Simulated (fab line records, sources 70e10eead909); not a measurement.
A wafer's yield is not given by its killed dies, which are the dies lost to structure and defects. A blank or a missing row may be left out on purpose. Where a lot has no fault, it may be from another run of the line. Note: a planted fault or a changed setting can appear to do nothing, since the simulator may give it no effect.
fab line records + flow nand-harc
record
- lots=15
- wafers=45
- last-day=33
route steps=1302 shown A_STAIRCASE@785
lots with no fault: from the same line, run without faults
start-h: start of the lot's first displayed wafer, in hours after the record's first day + wait-h: hours elapsed since this lot's preceding step + " the same as in the row above + L1.1+2: a single row standing in for several wafers + - no value, or no start was given + * or withheld: withheld + < > ~ a bound
route shown NAME@n: a module of which the file shows steps, and the number in the route of the first + usual: mean/standard deviation taken from wafers without a fault + same: alike in all rows + chamber/n: place in a boat + sites: readings site by site + _std_site: standard deviation across them + _edge_site: inner sites' mean taken away from outer sites' mean + radius-mm: for every site, how far away it sits from the centre of the wafer + mask NAME#n: copy n + behind: the tool/chamber that last shaped the wafer + hold: cause of the lot's hold/its duration in hours/its outcome + device: the transistor (n, p or np) that didn't switch + end of line: tests of these same wafers at the route's end + where a step has no rows: the recipe by itself + killed: at the first sort, the dies lost to defects and structure; wafer yield is something else + map: shows each die of a wafer: x if killed, . if not, _ if none is there
set.NAME: the setting that was run; set.NAME@STEP: the one run at that earlier step + model.NAME: the simulator's own value behind a step, which no gauge read
steps of the route over a sample of lots; a table a step, a row a wafer
services: when a tool's chamber went out of use (start-h, in hours from the record's first day, below 0 if earlier), for how many hours, and the reason
## steps
# step NHARC_A_STAIRCASE_ETCH_271
# recipe
- cf4-flow-sccm=100
- chf3-flow-sccm=30
- ar-flow-sccm=0
- rf-w=500
- bias-w=200
- chemistry=CF4/CHF3
# usual
- drypump-motor-current-A=5.6/0.31
- mfc-ar-sccm=0.014/0.014
- oes-product-au=0.944/0.021
- rf-fwd-power-W=496.5/1.8
- rf-vpp-V=371.0/2.2
- showerhead-plenum-p-Torr=1.58/0.062
- throttle-valve-pct=16.801/0.0092
| lot.wafer | tool        | chamber | start-h | wait-h | drypump-motor-current-A | mfc-ar-sccm | oes-product-au | rf-fwd-power-W | rf-hours-counter-h | rf-vpp-V | showerhead-plenum-p-Torr | throttle-valve-pct |
|-----------|-------------|---------|---------|--------|-------------------------|-------------|----------------|----------------|--------------------|----------|--------------------------|--------------------|
| L117.3    | rie-diel-08 | 3       | 364.72  | 0.1    | 5.7                     | 0           | 0.962          | 499.9          | 63                 | 367.8    | 1.54                     | 16.808             |
| L117.4    | "           | 1       | "       | "      | 6.0                     | 0.044       | 0.977          | 493.0          | 57                 | 368.1    | 1.46                     | 16.793             |
| L117.6    | "           | 2       | "       | "      | 5.4                     | 0.020       | 0.962          | 497.3          | -                  | 367.5    | 1.51                     | 16.806             |
| L119.4    | rie-diel-04 | 1       | 382.47  | 0.1    | 4.8                     | 0.024       | 0.962          | 495.9          | 7                  | 367.0    | 1.50                     | 16.791             |
| L119.6    | "           | 0       | "       | "      | 5.8                     | 0           | 0.977          | 498.9          | -                  | 371.1    | 1.58                     | 16.787             |
| L119.5    | "           | 1       | "       | "      | 4.8                     | 0.024       | 0.973          | 498.0          | -                  | 367.5    | 1.50                     | 16.798             |
| L120.1    | rie-diel-08 | 2       | 397.29  | 0.1    | 5.4                     | 0.020       | 0.958          | 497.1          | 7                  | 367.5    | 1.51                     | 16.795             |
| L120.2    | "           | 0       | "       | "      | 5.3                     | 0           | 0.976          | 499.6          | 9                  | 374.0    | 1.67                     | 16.785             |
| L120.4    | "           | 1       | "       | "      | 6.0                     | 0.044       | 0.953          | 494.8          | 8                  | 374.7    | 1.70                     | 16.800             |
| L122.1    | rie-diel-08 | 3       | 422.17  | 0.1    | 5.7                     | 0           | 0.960          | 497.6          | 14                 | 370.4    | 1.54                     | 16.794             |
| L122.3    | "           | 0       | "       | "      | 5.3                     | 0           | 0.979          | 493.7          | 16                 | 373.8    | 1.66                     | 16.798             |
| L122.5    | "           | 1       | "       | "      | 6.0                     | 0.044       | 0.963          | 494.6          | -                  | 374.9    | 1.70                     | 16.804             |
| L123.1    | rie-diel-04 | 3       | 423.29  | 0.1    | 5.3                     | 0.023       | 0.936          | 499.1          | 16                 | 372.0    | 1.62                     | 16.802             |
| L123.4    | "           | 1       | "       | "      | 4.8                     | 0.024       | 0.943          | 494.7          | 16                 | 368.8    | 1.50                     | 16.797             |
| L123.5    | "           | 2       | "       | "      | 5.8                     | 0.014       | 0.934          | 498.0          | -                  | 373.7    | 1.67                     | 16.801             |
| L126.4    | rie-diel-04 | 3       | 466.30  | 0.1    | 5.3                     | 0.023       | 0.920          | 497.9          | 30                 | 371.7    | 1.62                     | 16.812             |
| L126.1    | "           | 0       | "       | "      | 5.8                     | 0           | 0.927          | 495.7          | 30                 | 371.4    | 1.57                     | 16.794             |
| L126.6    | "           | 2       | "       | "      | 5.8                     | 0.014       | 0.928          | 495.4          | -                  | 374.3    | 1.67                     | 16.793             |
| L128.1    | rie-diel-07 | 3       | 482.58  | 0.1    | 6.0                     | 0.018       | 0.973          | 496.4          | 0                  | 371.6    | 1.60                     | 16.797             |
| L128.3    | "           | 0       | "       | "      | 5.8                     | 0           | 0.951          | 493.8          | 0                  | 373.7    | 1.63                     | 16.808             |
| L128.5    | "           | 1       | "       | "      | 5.5                     | 0.021       | 0.932          | 498.6          | -                  | 370.0    | 1.54                     | 16.820             |
| L129.3    | rie-diel-07 | 0       | 484.20  | 0.1    | 5.7                     | 0           | 0.965          | 497.0          | 2                  | 372.5    | 1.63                     | 16.808             |
| L129.4    | "           | 3       | "       | "      | 6.0                     | 0.018       | 0.969          | 497.7          | 1                  | 371.0    | 1.60                     | 16.811             |
| L129.6    | "           | 0       | "       | "      | 5.8                     | 0           | 0.963          | 496.4          | -                  | 374.2    | 1.63                     | 16.792             |
| L132.3    | rie-diel-07 | 0       | 507.25  | 0.1    | 5.8                     | 0           | 0.917          | 498.1          | 8                  | 371.0    | 1.63                     | 16.811             |
| L132.2    | "           | 1       | "       | "      | 5.5                     | 0.021       | 0.912          | 495.4          | 10                 | 368.5    | 1.54                     | 16.793             |
| L132.5    | "           | 0       | "       | "      | 5.8                     | 0           | 0.926          | 497.7          | -                  | 374.2    | 1.63                     | 16.816             |
| L135.4    | rie-diel-07 | 1       | 557.29  | 0.1    | 5.5                     | 0.021       | 0.918          | 495.5          | 29                 | 368.4    | 1.53                     | 16.790             |
| L135.5    | "           | 3       | "       | "      | 6.0                     | 0.018       | 0.933          | 492.6          | -                  | 371.1    | 1.59                     | 16.794             |
| L135.6    | "           | 0       | "       | "      | 5.8                     | 0           | 0.916          | 495.4          | -                  | 372.2    | 1.62                     | 16.798             |
| L136.4    | rie-diel-04 | 0       | 562.32  | 0.3    | 5.8                     | 0           | 0.923          | 499.8          | 10                 | 369.1    | 1.56                     | 16.799             |
| L136.5    | "           | 3       | "       | "      | 5.3                     | 0.023       | 0.923          | 496.8          | -                  | 371.7    | 1.61                     | 16.813             |
| L136.6    | "           | 0       | "       | "      | 5.8                     | 0           | 0.921          | 497.1          | -                  | 367.9    | 1.56                     | 16.815             |
| L137.3    | rie-diel-04 | 0       | 562.46  | 0.3    | 5.8                     | 0           | 0.927          | 496.8          | 10                 | 369.8    | 1.56                     | 16.806             |
| L137.4    | "           | 1       | "       | "      | 4.8                     | 0.024       | 0.938          | 499.2          | 8                  | 369.2    | 1.49                     | 16.802             |
| L137.1    | "           | 2       | "       | "      | 5.8                     | 0.014       | 0.935          | 495.6          | 8                  | 372.8    | 1.66                     | 16.812             |
| L139.2    | rie-diel-07 | 2       | 581.42  | 0.1    | 5.6                     | 0           | 0.921          | 493.9          | 31                 | 369.7    | 1.55                     | 16.790             |
| L139.6    | "           | 1       | "       | "      | 5.5                     | 0.021       | 0.923          | 500.3          | -                  | 368.3    | 1.53                     | 16.804             |
| L139.5    | "           | 2       | "       | "      | 5.6                     | 0           | 0.920          | 495.9          | -                  | 369.4    | 1.55                     | 16.796             |
| L138.1    | rie-diel-08 | 2       | 583.40  | 0.1    | 5.4                     | 0.020       | 0.926          | 497.8          | 8                  | 368.0    | 1.50                     | 16.801             |
| L138.2    | "           | 0       | "       | "      | 5.3                     | 0           | 0.926          | 494.0          | 10                 | 373.3    | 1.65                     | 16.820             |
| L138.6    | "           | 3       | "       | "      | 5.7                     | 0           | 0.924          | 498.9          | -                  | 368.2    | 1.52                     | 16.779             |
| L140.1    | rie-diel-04 | 3       | 600.49  | 0.1    | 5.3                     | 0.023       | 0.929          | 495.7          | 15                 | 371.2    | 1.61                     | 16.810             |
| L140.2    | "           | 0       | "       | "      | 5.8                     | 0           | 0.925          | 494.6          | 23                 | 370.7    | 1.56                     | 16.793             |
| L140.5    | "           | 0       | "       | "      | 5.8                     | 0           | 0.914          | 497.3          | -                  | 370.3    | 1.56                     | 16.824             |
# step NHARC_A_STAIRCASE_HM_DEP_459
# recipe
- target-thk-a=15000
- temp-c=400
- material=aC
# usual
- throttle-valve-pct=35.001/0.0091
| lot.wafer | tool       | chamber | start-h | wait-h | throttle-valve-pct |
|-----------|------------|---------|---------|--------|--------------------|
| L117.3    | acl-dep-02 | 0       | 369.72  | 2.0    | 34.994             |
| L117.4    | "          | 0       | "       | "      | 35.000             |
| L117.6    | "          | 0       | "       | "      | 35.008             |
| L119.4    | acl-dep-01 | 0       | 387.80  | 2.5    | 35.002             |
| L119.5    | "          | 0       | "       | "      | 34.996             |
| L119.6    | "          | 0       | "       | "      | 35.005             |
| L120.1    | acl-dep-03 | 0       | 400.23  | 0.1    | 34.991             |
| L120.2    | "          | 0       | "       | "      | 35.020             |
| L120.4    | "          | 0       | "       | "      | 34.988             |
| L122.1    | acl-dep-03 | 0       | 425.10  | 0.1    | 34.981             |
| L122.3    | "          | 0       | "       | "      | 34.987             |
| L122.5    | "          | 0       | "       | "      | 34.997             |
| L123.1    | acl-dep-01 | 0       | 426.21  | 0.1    | 34.983             |
| L123.4    | "          | 0       | "       | "      | 34.995             |
| L123.5    | "          | 0       | "       | "      | 35.010             |
| L126.1    | acl-dep-01 | 0       | 470.42  | 1.1    | 35.001             |
| L126.4    | "          | 0       | "       | "      | 35.022             |
| L126.6    | "          | 0       | "       | "      | 35.000             |
| L128.1    | acl-dep-02 | 0       | 485.53  | 0.1    | 35.000             |
| L128.3    | "          | 0       | "       | "      | 35.018             |
| L128.5    | "          | 0       | "       | "      | 35.019             |
| L129.3    | acl-dep-01 | 0       | 487.89  | 0.7    | 34.993             |
| L129.4    | "          | 0       | "       | "      | 35.002             |
| L129.6    | "          | 0       | "       | "      | 34.987             |
| L132.2    | acl-dep-02 | 0       | 512.69  | 2.4    | 35.019             |
| L132.3    | "          | 0       | "       | "      | 34.992             |
| L132.5    | "          | 0       | "       | "      | 35.009             |
| L135.4    | acl-dep-01 | 0       | 566.45  | 3.6    | 35.001             |
| L135.5    | "          | 0       | "       | "      | 34.985             |
| L135.6    | "          | 0       | "       | "      | 35.009             |
| L136.4    | acl-dep-03 | 0       | 567.28  | 1.0    | 34.994             |
| L136.5    | "          | 0       | "       | "      | 35.010             |
| L136.6    | "          | 0       | "       | "      | 35.017             |
| L137.1    | acl-dep-01 | 0       | 567.35  | 0.5    | 35.010             |
| L137.3    | "          | 0       | "       | "      | 34.999             |
| L137.4    | "          | 0       | "       | "      | 34.983             |
| L139.2    | acl-dep-01 | 0       | 584.67  | 0.4    | 35.002             |
| L139.5    | "          | 0       | "       | "      | 34.991             |
| L139.6    | "          | 0       | "       | "      | 35.004             |
| L138.1    | acl-dep-01 | 0       | 586.34  | 0.1    | 34.997             |
| L138.2    | "          | 0       | "       | "      | 34.991             |
| L138.6    | "          | 0       | 587.87  | 1.6    | 35.001             |
| L140.1    | acl-dep-03 | 0       | 603.73  | 0.4    | 34.998             |
| L140.2    | "          | 0       | "       | "      | 35.006             |
| L140.5    | "          | 0       | "       | "      | 35.004             |
# step NHARC_A_STAIRCASE_DEP_280
# recipe
- target-thk-a=300
- target-thk-nm=30
- temp-c=400
- pressure-torr=3.5
- flow-sccm=200
- rf-w=350
- material=SiON
# usual
- heater-power-w=708/68
- rf-fwd-power-W=348.3/1.1
- showerhead-vpp-V=1176/63
| lot.wafer | tool     | chamber | start-h | wait-h | heater-power-w | rf-fwd-power-W | showerhead-vpp-V |
|-----------|----------|---------|---------|--------|----------------|----------------|------------------|
| L117.3    | pecvd-02 | 1       | 371.04  | 1.0    | 703            | 348.0          | 1104             |
| L117.4    | "        | 2       | "       | "      | 818            | 347.3          | 1209             |
| L117.6    | "        | 1       | "       | "      | 696            | 349.0          | 1090             |
| L119.4    | pecvd-01 | 2       | 388.83  | 0.7    | 636            | 348.6          | 1156             |
| L119.5    | "        | 0       | "       | "      | 628            | 348.4          | 1150             |
| L119.6    | "        | 1       | "       | "      | 703            | 348.1          | 1280             |
| L120.1    | pecvd-01 | 0       | 402.08  | 1.5    | 614            | 347.5          | 1166             |
| L120.2    | "        | 2       | "       | "      | 707            | 348.2          | 1163             |
| L120.4    | "        | 1       | "       | "      | 652            | 348.3          | 1273             |
| L122.3    | pecvd-02 | 0       | 426.97  | 0.9    | 705            | 349.1          | 1214             |
| L122.1    | "        | 1       | "       | "      | 762            | 348.6          | 1108             |
| L122.5    | "        | 2       | "       | "      | 737            | 347.4          | 1188             |
| L123.1    | pecvd-01 | 1       | 428.31  | 1.8    | 660            | 347.8          | 1287             |
| L123.4    | "        | 0       | "       | "      | 604            | 350.1          | 1149             |
| L123.5    | "        | 1       | "       | "      | 658            | 348.5          | 1284             |
| L126.1    | pecvd-03 | 0       | 472.37  | 1.6    | 741            | 349.8          | 1053             |
| L126.6    | "        | 1       | "       | "      | 716            | 347.4          | 1162             |
| L126.4    | "        | 0       | "       | "      | 758            | 349.6          | 1030             |
| L128.1    | pecvd-02 | 0       | 487.42  | 1.6    | 695            | 349.1          | 1218             |
| L128.3    | "        | 1       | "       | "      | 770            | 347.9          | 1104             |
| L128.5    | "        | 0       | "       | "      | 678            | 348.4          | 1186             |
| L129.3    | pecvd-03 | 1       | 489.17  | 1.0    | 721            | 347.2          | 1160             |
| L129.6    | "        | 0       | "       | "      | 841            | 348.4          | 1060             |
| L129.4    | "        | 2       | "       | "      | 715            | 350.6          | 1181             |
| L132.2    | pecvd-03 | 1       | 514.24  | 1.2    | 651            | 348.9          | 1161             |
| L132.3    | "        | 0       | "       | "      | 814            | 349.5          | 1056             |
| L132.5    | "        | 1       | "       | "      | 655            | 349.1          | 1181             |
| L135.5    | pecvd-02 | 1       | 567.46  | 0.4    | 801            | 347.5          | 1113             |
| L135.4    | "        | 2       | "       | "      | 723            | 346.1          | 1183             |
| L135.6    | "        | 0       | "       | "      | 641            | 348.7          | 1195             |
| L136.5    | pecvd-03 | 0       | 568.32  | 0.4    | 841            | 348.4          | 1039             |
| L136.4    | "        | 1       | "       | "      | 743            | 347.6          | 1176             |
| L136.6    | "        | 2       | "       | "      | 691            | 350.1          | 1181             |
| L137.1    | pecvd-02 | 0       | 569.26  | 1.6    | 691            | 348.7          | 1212             |
| L137.3    | "        | 1       | "       | "      | 799            | 348.8          | 1107             |
| L137.4    | "        | 0       | "       | "      | 667            | 348.3          | 1213             |
| L139.2    | pecvd-01 | 0       | 586.28  | 1.3    | 588            | 347.7          | 1153             |
| L139.6    | "        | 1       | "       | "      | 611            | 348.1          | 1293             |
| L139.5    | "        | 2       | "       | "      | 672            | 347.7          | 1172             |
| L138.1    | pecvd-02 | 0       | 588.20  | 1.6    | 715            | 348.7          | 1225             |
| L138.2    | "        | 1       | "       | "      | 790            | 349.3          | 1118             |
| L138.6    | "        | 2       | "       | "      | 741            | 347.7          | 1176             |
| L140.2    | pecvd-01 | 1       | 605.59  | 1.2    | 643            | 347.1          | 1281             |
| L140.1    | "        | 2       | "       | "      | 700            | 347.8          | 1173             |
| L140.5    | "        | 2       | "       | "      | 715            | 347.5          | 1161             |
# step NHARC_A_STAIRCASE_DEVELOP_309
# recipe
- time-s=140
# usual
- chill-plate-temp-C=22.97/0.096
- exhaust-pa=44.9/0.86
| lot.wafer | tool           | chamber | start-h | wait-h | chill-plate-temp-C | exhaust-pa |
|-----------|----------------|---------|---------|--------|--------------------|------------|
| L117.3    | litho-track-02 | 0       | 380     | -      | 22.83              | 44.4       |
| L117.4    | "              | 0       | "       | "      | 23.01              | 43.7       |
| L117.6    | "              | 0       | "       | "      | 22.91              | 45.3       |
| L119.4    | litho-track-05 | 0       | 399     | -      | 22.97              | 43.7       |
| L119.5    | "              | 0       | "       | "      | 22.94              | 43.5       |
| L119.6    | "              | 0       | "       | "      | 22.99              | 45.0       |
| L120.1    | litho-track-02 | 0       | 409     | -      | 23.01              | 43.9       |
| L120.2    | "              | 0       | "       | "      | 23.08              | 44.9       |
| L120.4    | "              | 0       | "       | "      | 22.99              | 45.7       |
| L122.1    | litho-track-05 | 0       | 432     | -      | 23.17              | 46.6       |
| L122.3    | "              | 0       | "       | "      | 23.02              | 45.7       |
| L122.5    | "              | 0       | "       | "      | 22.98              | 46.5       |
| L123.1    | litho-track-05 | 0       | 433     | -      | 22.98              | 43.9       |
| L123.4    | "              | 0       | "       | "      | 22.95              | 44.0       |
| L123.5    | "              | 0       | "       | "      | 22.98              | 43.6       |
| L126.1    | litho-track-07 | -       | 479     | -      | -                  | -          |
| L126.4    | "              | -       | "       | "      | -                  | -          |
| L126.6    | "              | -       | "       | "      | -                  | -          |
| L128.1    | litho-track-02 | -       | 494     | -      | -                  | -          |
| L128.3    | "              | -       | "       | "      | -                  | -          |
| L128.5    | "              | -       | "       | "      | -                  | -          |
| L129.3    | litho-track-05 | -       | 497     | -      | -                  | -          |
| L129.4    | "              | -       | "       | "      | -                  | -          |
| L129.6    | "              | -       | "       | "      | -                  | -          |
| L132.2    | litho-track-07 | 0       | 519     | -      | 22.97              | 44.5       |
| L132.3    | "              | 0       | "       | "      | 22.97              | 45.0       |
| L132.5    | "              | 0       | "       | "      | 22.96              | 46.3       |
| L135.4    | litho-track-02 | 0       | 573     | -      | 23.14              | 43.4       |
| L135.5    | "              | 0       | "       | "      | 22.92              | 45.9       |
| L135.6    | "              | 0       | "       | "      | 23.03              | 44.5       |
| L136.4    | litho-track-02 | 0       | 574     | -      | 22.82              | 45.5       |
| L136.5    | "              | 0       | "       | "      | 22.79              | 45.4       |
| L136.6    | "              | 0       | "       | "      | 22.81              | 44.6       |
| L137.1    | litho-track-05 | 0       | 575     | -      | 23.09              | 45.0       |
| L137.3    | "              | 0       | "       | "      | 22.97              | 45.4       |
| L137.4    | "              | 0       | "       | "      | 23.06              | 46.4       |
| L139.2    | litho-track-07 | 0       | 594     | -      | 22.99              | 45.1       |
| L139.5    | "              | 0       | "       | "      | 22.99              | 45.3       |
| L139.6    | "              | 0       | "       | "      | 23.00              | 45.3       |
| L138.1    | litho-track-07 | 0       | 598     | -      | 23.06              | 43.9       |
| L138.2    | "              | 0       | "       | "      | 23.06              | 43.8       |
| L138.6    | "              | 0       | "       | "      | 22.99              | 44.6       |
| L140.1    | litho-track-07 | 0       | 611     | -      | 22.93              | 44.8       |
| L140.2    | "              | 0       | "       | "      | 22.87              | 45.3       |
| L140.5    | "              | 0       | "       | "      | 22.84              | 44.8       |
## services
| tool           | chamber | start-h | hours | kind   |
|----------------|---------|---------|-------|--------|
| rie-diel-04    | 2       | 346.75  | 6.7   | repair |
| rie-diel-04    | -       | 356.20  | 9.0   | pm     |
| acl-dep-01     | -       | 371.51  | 13.0  | pm     |
| rie-diel-07    | 1       | 374.61  | 3.3   | repair |
| rie-diel-07    | 0       | 388.16  | 14.9  | repair |
| pecvd-02       | 1       | 397.50  | 6.1   | repair |
| litho-track-02 | -       | 402.00  | 7.0   | pm     |
| pecvd-02       | -       | 408.00  | 13.0  | pm     |
| litho-track-07 | -       | 426.00  | 7.0   | pm     |
| pecvd-01       | -       | 459.76  | 1.4   | repair |
| rie-diel-07    | 1       | 459.92  | 9.0   | repair |
| pecvd-02       | 1       | 464.95  | 13.5  | repair |
| rie-diel-07    | -       | 471.62  | 9.0   | pm     |
| litho-track-05 | -       | 474.03  | 7.0   | pm     |
| pecvd-01       | -       | 478.88  | 1.2   | repair |
| pecvd-01       | -       | 492.07  | 13.0  | pm     |
| pecvd-01       | 2       | 530.74  | 6.2   | repair |
| rie-diel-04    | -       | 533.20  | 9.0   | pm     |
| acl-dep-01     | -       | 552.54  | 13.0  | pm     |
| rie-diel-04    | 2       | 556.72  | 1.8   | repair |
| pecvd-01       | 1       | 572.70  | 4.7   | repair |
| litho-track-02 | -       | 577.00  | 7.0   | pm     |
| pecvd-02       | -       | 589.11  | 13.0  | pm     |
| litho-track-07 | -       | 601.00  | 7.0   | pm     |
## key
first-sign
- step=NHARC_A_STAIRCASE_DEVELOP_309
- reading=tool-record
- direction=missing
effect none on later readings
met-at NHARC_A_STAIRCASE_DEVELOP_309
struck-lots L126,L128,L129
later-rows-left-out L126.1,L126.4,L126.6,L128.1,L128.3,L128.5,L129.3,L129.4,L129.6
sort-left-out L126.1,L126.4,L126.6,L128.1,L128.3,L128.5,L129.3,L129.4,L129.6
tester-left-out L126,L128,L129
not-acting-at NHARC_A_STAIRCASE_ETCH_271,NHARC_A_STAIRCASE_HM_DEP_459,NHARC_A_STAIRCASE_DEP_280
onset-between 433 479
fault
- kind=skipped-step-whole
- tool=litho-track-02,litho-track-05,litho-track-07
- chamber=-
- onset-h=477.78
- steps=NHARC_A_STAIRCASE_DEVELOP_309
- scope=struck-lots-only
# tester-left-out: of these lots the tester's yield and bins aren't shown, on N5 and GAA mostly nor the transistor test; their killed dies are dies lost to structure and defects alone, not to doping, threshold or leakage, so they don't give the yield
# sort-left-out: the simulated sort isn't trusted on such a fault, so these wafers' sort isn't shown, and their yield isn't known
# later-rows-left-out: the simulator's readings of these wafers behind a module that went badly wrong aren't trusted and aren't shown, but for the sort
